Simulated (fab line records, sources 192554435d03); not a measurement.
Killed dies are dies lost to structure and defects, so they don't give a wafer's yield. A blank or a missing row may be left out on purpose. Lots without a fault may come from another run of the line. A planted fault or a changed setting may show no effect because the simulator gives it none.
Problem report in the 8D (eight disciplines) form, filled by code | flow n5_finfet | the parts of the form that need people (team, actions taken, sign-off) are left out

1. THE PROBLEM
HK_THK at N5_HKMG_FIN_THK_MEAS_70 reads a mean of 1.341 nm on 6 wafers of 2 lots; wafers without a fault read 1.583 nm with a standard deviation of 0.019. That is -13 standard deviations from the usual mean.
The step: measures by xrf.
First seen on wafer L166.2, day 5 19:13, on film_metro-02. The record holds 27 wafers of 9 lots with a number at this step. Rule for "out", or "out of limits": more than 4 standard deviations from the usual mean. The other wafers with a number count as sound.

2. WHAT IT IS AND WHAT IT IS NOT
question                    | is                     | is not
which readings at this step | HK_THK                 | -
which lots                  | L166, L168             | L160, L161, L163, L177, L178, L179, L182
which wafers of those lots  | all that have a number | -
read on which gauges        | film_metro-02          | film_metro-01
when                        | from day 5 19:13       | up to then (9 sound wafers); but 12 sound wafers of L177, L178, L179, L182 came after

3. SUSPECTS, AND WHAT RULES EACH OUT
Counting: a tool at a process step up to the reading stays a suspect if it ran every lot that is out and no sound lot after the first of them.
- the gauge at N5_HKMG_FIN_THK_MEAS_70: kept. All the wafers that are out were read on film_metro-02, and no step on other tools shows them out.
- ald_hk-03 at N5_HKMG_FIN_HK_ALD_01 (deposits HfO2, target thk 1.6 nm, pulse time 3 s, purge time 3 s): kept. It ran every lot that is out, first L166 (day 5 15:32), and no sound lot after that; its last sound lot up to then is L163 (day 4 16:04).
- rie_diel-05 at N5_HKMG_FIN_DESCUM_53 (chemistry O2, time 7.9 s): ruled out as a lasting fault. Sound lots L182 ran on it after its first lot that is out, L166 (day 5 16:35).
Left after counting: ald_hk-03 at N5_HKMG_FIN_HK_ALD_01, film_metro-02 at N5_HKMG_FIN_THK_MEAS_70.

4. THE CAUSE (what the simulator had put in)
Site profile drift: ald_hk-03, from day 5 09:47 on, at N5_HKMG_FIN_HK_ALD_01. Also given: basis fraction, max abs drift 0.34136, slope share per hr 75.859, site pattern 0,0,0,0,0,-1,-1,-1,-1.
Counting left 2 suspects, and this tool is among them.

5. THE CHAIN OF EFFECTS, in route order
Each row: a reading whose mean over the struck wafers that have a number lies more than 3 standard deviations from the usual. Only readings for which the record gives a usual standard deviation are gone through. hours: the time from each lot's start at the first step in this table that gives one to its start at this step, as a median over the lots. sigmas: the change in usual standard deviations.
hours | step                    | reading | usual    | on struck wafers | change | sigmas
0     | N5_HKMG_FIN_THK_MEAS_70 | HK_THK  | 1.583 nm | 1.341            | -0.242 | -13
Later measuring or inspecting steps at which every struck wafer that the step has a row for has a number for every such reading, and none has moved that far: N5_BEOL_M4_RC_MEAS_101.

6. WHAT WOULD HAVE CAUGHT IT SOONER
In this record the first reading out of limits at a measuring or inspecting step was taken at day 5 19:13, 9 hours after the fault began at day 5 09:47.
Of the tool readings at N5_HKMG_FIN_HK_ALD_01 for which the record gives a usual standard deviation, none was out on any struck wafer, so an alarm limit of 4 standard deviations on them would not have fired.
Of the lots that are out (2), L168 began N5_HKMG_FIN_HK_ALD_01 on ald_hk-03 after day 5 19:13. A hold on the tool at that time would have spared it.
